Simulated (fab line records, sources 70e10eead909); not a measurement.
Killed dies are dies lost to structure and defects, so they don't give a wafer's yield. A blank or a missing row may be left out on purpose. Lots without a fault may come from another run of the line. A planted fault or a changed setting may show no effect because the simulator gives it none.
A struck lot beside a sound one | flow nand_harc | 44 steps out of a route of 1302
Sound: wafers L836.1, L836.5, L836.6. Struck: wafers L827.2, L827.3, L827.5. The cause comes at the end.
At each step with rows: each side's tool, then ch and its chambers, then its first start. Under that, the readings that differ: sound wafers | struck wafers | difference of the means | sigmas: that difference in standard deviations of wafers without a fault.
alike: readings whose means differ by less than 2 such deviations, and words and numbers that are the same on both sides. not compared: withheld readings, readings that some wafer has no value for, bounds like >300 that may hide the same value, and numbers for which the record gives no deviation and whose values overlap.
The two part at a step that has a row with sigmas, a row that says differs or no value, or rows on one side only. Numbers that don't overlap but have no deviation are shown without sigmas and don't part them. A reading that every wafer of one side lacks parts them only if that side has two wafers or more.

first, 1 step without rows for these wafers: NHARC_P_GATE_ALD_36 (deposits SiNx, target thk 20 nm, pulse time 60 s, ald cycles 223).
NHARC_P_GATE_ETCHBACK_37: etches the open film in CHF3/O2, target depth 34.5 nm, time 17.2 s.
  sound on rie_diel-02 ch 0,1; struck on rie_diel-08 ch 0,3
  reading               | sound          | struck         | difference | sigmas
  oes_product_au (a.u.) | 1.02 1.00 0.99 | 0.92 0.92 0.92 | -0.08      | -3
  alike: drypump_motor_current_A, rf_vpp_V, showerhead_plenum_p_Torr, throttle_valve_pct
  not compared: rf_hours_counter_h
then, 10 steps without rows for these wafers: NHARC_P_GATE_STRIP_101 (strips in O2, time 20 s); NHARC_P_GATE_PRECLEAN_97 (cleans in SPM, time 600 s); NHARC_P_GATE_SRD_98; NHARC_P_GATE_PRECLEAN_99 (cleans in SC1); NHARC_P_GATE_SRD_100; NHARC_P_GATE_DEHYDRATE_38 (time 120 s); NHARC_P_GATE_HMDS_39 (time 30 s); NHARC_P_GATE_COAT_40; NHARC_P_GATE_SOFTBAKE_41 (time 95 s); NHARC_P_GATE_EBR_42.
NHARC_P_GATE_EXPOSE_43: exposes mask P NSD, target cd 720 nm.
  sound on krf_scanner-03 ch 0, day 12 06:48; struck on krf_scanner-02, day 8 09:30
  no value came back on the struck wafers for exposure_dose_mJ_cm2, focus_offset_nm (nm); on the sound wafers exposure_dose_mJ_cm2 reads 14.853 14.836 14.848
  alike: mask
then, 2 steps without rows for these wafers: NHARC_P_GATE_PEB_44 (peb time 85 s); NHARC_P_GATE_DEVELOP_45 (time 70 s).
NHARC_P_GATE_CD_MEAS_46: target cd 720 nm.
  sound on cd_sem-03 ch 0, day 12 06:58; struck on cd_sem-02 ch 0, day 8 09:39
  reading    | sound             | struck | difference                    | sigmas
  cd_nm (nm) | 721.0 722.6 723.9 | - - -  | no value on the struck wafers |
then, 1 step without rows for these wafers: NHARC_P_GATE_HARDBAKE_47 (time 80 s).
NHARC_P_GATE_DESCUM_48: chemistry O2, time 3 s.
  sound on rie_diel-08 ch 0,3, day 12 07:07; struck on rie_diel-02 ch 0,1,2, day 8 09:49
  reading                 | sound           | struck            | difference | sigmas
  model.P_GATE.cd_nm (nm) | 721.6 722 724.6 | 117.6 119.8 121.5 | -603.1     |
  alike: drypump_motor_current_A, oes_product_au, rf_vpp_V, showerhead_plenum_p_Torr, throttle_valve_pct
  not compared: rf_hours_counter_h
then, 2 steps without rows for these wafers: NHARC_P_GATE_IMPLANT_49; NHARC_P_GATE_STRIP_111 (strips in N2/H2, time 250 s).
NHARC_P_GATE_STRIP_75: strips in O2.
  sound on plasma_asher-02 ch 0,1, day 12 07:47; struck on plasma_asher-02 ch 0,1, day 8 10:28
  alike: drypump_motor_current_A, heater_power_w, rf_refl_power_W
  not compared: rf_hours_counter_h
then, 9 steps without rows for these wafers: NHARC_P_GATE_STRIP_50 (strips in SPM, time 900 s); NHARC_P_GATE_DEHYDRATE_51 (time 120 s); NHARC_P_GATE_HMDS_52 (time 30 s); NHARC_P_GATE_COAT_53; NHARC_P_GATE_SOFTBAKE_54 (time 95 s); NHARC_P_GATE_EBR_55; NHARC_P_GATE_EXPOSE_56 (exposes mask P PSD, target cd 720 nm); NHARC_P_GATE_PEB_57 (peb time 85 s); NHARC_P_GATE_DEVELOP_58 (time 70 s).
NHARC_P_GATE_CD_MEAS_59: target cd 720 nm.
  sound on cd_sem-02 ch 0, day 12 08:43; struck on cd_sem-03 ch 0, day 8 11:26
  alike: cd_nm
then, 1 step without rows for these wafers: NHARC_P_GATE_HARDBAKE_60 (time 80 s).
NHARC_P_GATE_DESCUM_61: chemistry O2, time 3 s.
  sound on rie_diel-02 ch 0,1,2, day 12 08:54; struck on rie_diel-08 ch 0,2,3, day 8 11:36
  alike: drypump_motor_current_A, oes_product_au, rf_vpp_V, showerhead_plenum_p_Torr, throttle_valve_pct
  not compared: rf_hours_counter_h
then, 1 step without rows for these wafers: NHARC_P_GATE_IMPLANT_62.
NHARC_P_GATE_STRIP_112: strips in N2/H2, time 200 s.
  sound on plasma_asher-01 ch 0,1, day 12 09:15; struck on plasma_asher-02 ch 0,1, day 8 12:01
  alike: drypump_motor_current_A, heater_power_w, rf_refl_power_W
  not compared: rf_hours_counter_h
NHARC_P_GATE_STRIP_76: strips in O2.
  sound on plasma_asher-01 ch 0,1, day 12 09:31; struck on plasma_asher-02 ch 0,1, day 8 12:16
  alike: drypump_motor_current_A, heater_power_w, rf_refl_power_W
  not compared: rf_hours_counter_h
then, 6 steps without rows for these wafers: NHARC_P_GATE_STRIP_63 (strips in SPM, time 900 s); NHARC_P_GATE_DEHYDRATE_83 (time 120 s); NHARC_P_GATE_HMDS_84 (time 30 s); NHARC_P_GATE_COAT_85; NHARC_P_GATE_SOFTBAKE_86 (time 95 s); NHARC_P_GATE_EBR_87.
NHARC_P_GATE_INSPECT_68:
  sound on defect_inspect-01, day 12 13:31; struck on defect_inspect-02, day 8 16:17
  reading          | sound       | struck         | difference | sigmas
  raw_defect_count | 127 197 175 | 1122 1185 1215 | +1008      | +14
-- the record jumps here: 19 days lie between the struck wafers' starts before and after (it left off in module P_GATE and takes up again in module END, whose first step shown is number 1302 of the route) --
NHARC_END_SORT_01:
  sound on prober-01 ch 0, day 31 01:02; struck on prober-02 ch 0, day 27 08:06
  reading             | sound    | struck      | difference | sigmas
  killed_at_periphery | 4 0 7    | 629 636 643 | +632       | +99 or more
  killed_dies         | 62 72 55 | 677 677 677 | +614       | +29
  alike: killed_at_array, killed_at_other, killed_open, killed_short

WHERE THEY PART
First at NHARC_P_GATE_ETCHBACK_37; last, within this record, at NHARC_END_SORT_01.

WHY: what the simulator had put in
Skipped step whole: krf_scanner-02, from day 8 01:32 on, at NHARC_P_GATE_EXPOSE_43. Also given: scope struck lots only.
